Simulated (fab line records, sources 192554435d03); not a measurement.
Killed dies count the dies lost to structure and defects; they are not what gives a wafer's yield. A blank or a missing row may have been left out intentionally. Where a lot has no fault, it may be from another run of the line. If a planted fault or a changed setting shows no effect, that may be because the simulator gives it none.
Which of the tools did it? -- flow n5Finfet -- 10 lots, 30 wafers sampled, at 5 steps of a route of 1938

== WHAT THE GAUGES SHOWED, per wafer ==
N5_DUMMY_GATE_CD_MEAS_50: the cd target is 14 nm.
lot,measured,on,cdNm (nm)
L110,day 2 22:53,cdSem-02,14.1 13.8 14.0
L111,day 3 08:22,cdSem-03,14.1 13.4 13.5
L114,day 3 22:08,cdSem-03,13.6 13.8 13.8
L118,day 5 01:53,cdSem-02,13.7 13.7 14.6
L122,day 6 03:55,cdSem-03,13.9 14.2 13.8
L127,day 8 00:04,cdSem-01,14.5 14.7 14.5
L129,day 8 03:10,cdSem-02,13.5 13.9 13.6
L130,day 9 20:44,cdSem-02,14.0 14.2 14.3
L132,day 9 21:33,cdSem-03,14.1 14.3 13.7
L133,day 9 22:01,cdSem-02,13.7 14.2 13.8

N5_BEOL_M4_RC_MEAS_101.
lot,measured,on,DIBL_N (mV/V),DIBL_P (mV/V),IOFF_N (nA/um),IOFF_P (nA/um),ION_N (uA/um),ION_P (uA/um),SS_N (mV/dec),SS_P (mV/dec),VT_N (mV),VT_P (mV)
L110,day 8 15:49,prober-02,38.6 36.6 37.1,36.2 34.8 34.5,0.178 0.144 0.149,0.225 0.207 0.197,683 665 679,463 460 463,71.8 71.2 72.2,73.7 73.2 72.9,247.0 249.8 249.5,-252 -250 -252
L111,day 10 11:47,prober-02,36.0 37.7 38.3,36.5 39.4 39.4,0.144 0.172 0.186,0.206 0.268 0.272,675 675 688,469 476 475,71.5 71.9 71.6,73.3 73.8 73.1,252.9 246.7 248.1,-250 -247 -244
L114,day 11 01:40,prober-02,36.6 37.0 36.9,38.9 39.9 39.0,0.186 0.209 0.191,0.239 0.253 0.232,683 693 682,467 470 470,71.1 71.8 71.4,74.4 73.7 73.8,248.0 244.0 246.5,-248 -245 -248
L118,day 11 17:20,prober-02,35.8 35.8 35.5,36.0 36.5 35.2,0.152 0.151 0.148,0.205 0.210 0.194,680 669 682,465 458 464,71.8 71.4 71.0,73.0 73.1 73.2,252.3 249.7 250.3,-252 -250 -252
L122,day 13 02:02,prober-02,37.5 38.3 36.6,36.6 38.0 36.3,0.181 0.198 0.161,0.252 0.271 0.251,674 677 673,459 466 465,72.5 72.7 71.7,73.3 73.6 72.7,250.2 248.7 247.8,-246 -245 -245
L127,day 14 13:41,prober-01,36.9 35.9 35.0,36.6 36.2 35.2,0.173 0.165 0.147,0.202 0.208 0.184,686 693 682,460 468 463,71.6 71.5 70.8,73.0 73.9 72.8,248.1 248.6 249.1,-253 -250 -251
L129,day 14 12:09,prober-02,38.8 36.4 38.4,39.4 36.0 38.4,0.225 0.173 0.204,0.302 0.244 0.288,700 682 687,475 471 479,72.1 71.6 71.8,74.0 72.6 74.0,243.9 246.0 246.0,-244 -245 -244
L130,day 16 04:32,prober-01,38.0 37.1 36.0,36.7 35.6 34.9,0.167 0.155 0.138,0.214 0.203 0.189,674 677 672,462 465 464,72.0 71.5 71.7,74.3 72.9 73.1,246.7 248.8 250.6,-249 -250 -249
L132,day 15 21:52,prober-02,36.5 34.9 34.3,36.1 33.7 34.0,0.189 0.157 0.154,0.268 0.225 0.230,692 680 686,478 474 477,71.5 71.4 71.4,73.4 72.5 72.6,246.6 248.0 248.0,-241 -245 -246
L133,day 16 07:52,prober-02,38.1 37.7 39.2,38.1 36.9 38.9,0.181 0.170 0.206,0.251 0.233 0.258,678 691 690,468 469 463,72.3 72.2 72.1,74.5 74.4 73.9,248.3 249.1 245.9,-249 -247 -249

== WHICH TOOL RAN EACH LOT (tool, then ch and the chambers of the sampled wafers, then the start) ==
lot,N5_DUMMY_GATE_ETCH_32,N5_DUMMY_GATE_ETCH_23,N5_SD_EPI_N_COAT_32
L110,"rieSi-06 ch 2,3, day 2 23:11","rieSi-06 ch 2,3, day 2 23:13","lithoTrack-05 ch 0, day 3 00:59"
L111,"rieSi-05 ch 1,2,3, day 3 08:39","rieSi-05 ch 1,2,3, day 3 08:41","lithoTrack-05 ch 0, day 3 09:47"
L114,"rieSi-03 ch 0,1,3, day 3 22:26","rieSi-03 ch 0,1,3, day 3 22:28","lithoTrack-02 ch 0, day 3 23:34"
L118,"rieSi-05 ch 0,1,3, day 5 02:11","rieSi-05 ch 0,1,3, day 5 02:13","lithoTrack-02 ch 0, day 5 03:23"
L122,"rieSi-06 ch 0,2,3, day 6 04:12","rieSi-06 ch 0,2,3, day 6 04:14","lithoTrack-02 ch 0, day 6 05:32"
L127,"rieSi-03 ch 0,2,3, day 8 00:27","rieSi-03 ch 0,2,3, day 8 00:29","lithoTrack-03 ch 0, day 8 01:46"
L129,"rieSi-05 ch 2,3, day 8 03:47","rieSi-05 ch 2,3, day 8 03:49","lithoTrack-05 ch 0, day 8 05:25"
L130,"rieSi-05 ch 0,1,2, day 9 21:10","rieSi-05 ch 0,1,2, day 9 21:12","lithoTrack-03 ch 0, day 9 22:17"
L132,"rieSi-03 ch 0,1,3, day 9 21:59","rieSi-03 ch 0,1,3, day 9 22:01","lithoTrack-03 ch 0, day 9 23:14"
L133,"rieSi-03 ch 0,3, day 9 22:19","rieSi-03 ch 0,3, day 9 22:21","lithoTrack-02 ch 0, day 9 23:42"
- N5_DUMMY_GATE_ETCH_32: etches SiO2 in CF4, target depth 3.5 nm, time 3.9 s.
- N5_DUMMY_GATE_ETCH_23: etches poly-Si in HBr/Cl2/O2, target depth 41 nm, time 22.3 s.
- N5_SD_EPI_N_COAT_32: time 60 s, resist thk 350 nm.

== AS READ BY THE TOOLS THEMSELVES (means over the sampled wafers that have a number; for cases with no such wafer, the mark the record gives instead) ==
N5_DUMMY_GATE_ETCH_32.
lot,tool,cf4FlowSccm (sccm),drypumpMotorCurrentA (A),oesProductAu (a.u.),throttleValvePct (%)
L110,rieSi-06,79.83,5.7,0.992,21.62
L111,rieSi-05,79.95,5.4,0.975,21.84
L114,rieSi-03,79.88,5.4,1.019,21.97
L118,rieSi-05,79.76,5.6,1.008,22.03
L122,rieSi-06,79.96,5.4,1.001,21.69
L127,rieSi-03,79.93,5.5,1.015,21.83
L129,rieSi-05,79.88,5.8,0.976,21.73
L130,rieSi-05,80.22,5.3,0.991,21.88
L132,rieSi-03,80.01,5.4,1.009,21.93
L133,rieSi-03,79.86,5.0,1.007,21.94

N5_DUMMY_GATE_ETCH_23.
lot,tool,drypumpMotorCurrentA (A),oesProductAu (a.u.),throttleValvePct (%)
L110,rieSi-06,5.6,0.994,37.1
L111,rieSi-05,5.4,0.993,37.3
L114,rieSi-03,5.4,1.015,37.6
L118,rieSi-05,5.6,1.008,37.5
L122,rieSi-06,5.4,1.001,37.2
L127,rieSi-03,5.5,1.008,37.3
L129,rieSi-05,5.8,0.985,37.3
L130,rieSi-05,5.3,0.998,37.3
L132,rieSi-03,5.4,1.002,37.5
L133,rieSi-03,5.0,1.010,37.5

N5_SD_EPI_N_COAT_32.
lot,tool,spinSpeedRpm (rpm)
L110,lithoTrack-05,1500.2
L111,lithoTrack-05,1499.8
L114,lithoTrack-02,1499.3
L118,lithoTrack-02,1638.0
L122,lithoTrack-02,1636.2
L127,lithoTrack-03,1499.8
L129,lithoTrack-05,1499.6
L130,lithoTrack-03,1498.9
L132,lithoTrack-03,1500.2
L133,lithoTrack-02,1499.2

== THE ANSWER, worked out from the rows above alone ==
Rule: the lots themselves supply what counts as usual. Put in order of their means at a reading, lots are off if they are a third of the lots or fewer, leave a main group of 4 or more, and stand apart from it by a gap of 3 or more times the standard deviation of the main group's means; of several such gaps the widest counts. If all means in a main group match to the digits the tables above print for the reading, that group is not used. Also off: a lot with no number at a reading for which 4 or more lots have one. All remaining lots with rows at the step are treated as sound. First the gauges in route order, then the tools' own readings, where a lot's mean is used as printed above. At the first step where some lot is off, the reading lying furthest off is the one used; lots without a number count as furthest.
Off, at N5_SD_EPI_N_COAT_32 on spinSpeedRpm: L118, L122. Mean 1499.6 rpm and standard deviation 0.44 in the main group.
A tool fits if, at that step or a process step before it, it ran every lot that is off, and no sound lot after the first of them. Of those tried, none fits.

== WHAT HAD BEEN PUT IN BY THE SIMULATOR ==
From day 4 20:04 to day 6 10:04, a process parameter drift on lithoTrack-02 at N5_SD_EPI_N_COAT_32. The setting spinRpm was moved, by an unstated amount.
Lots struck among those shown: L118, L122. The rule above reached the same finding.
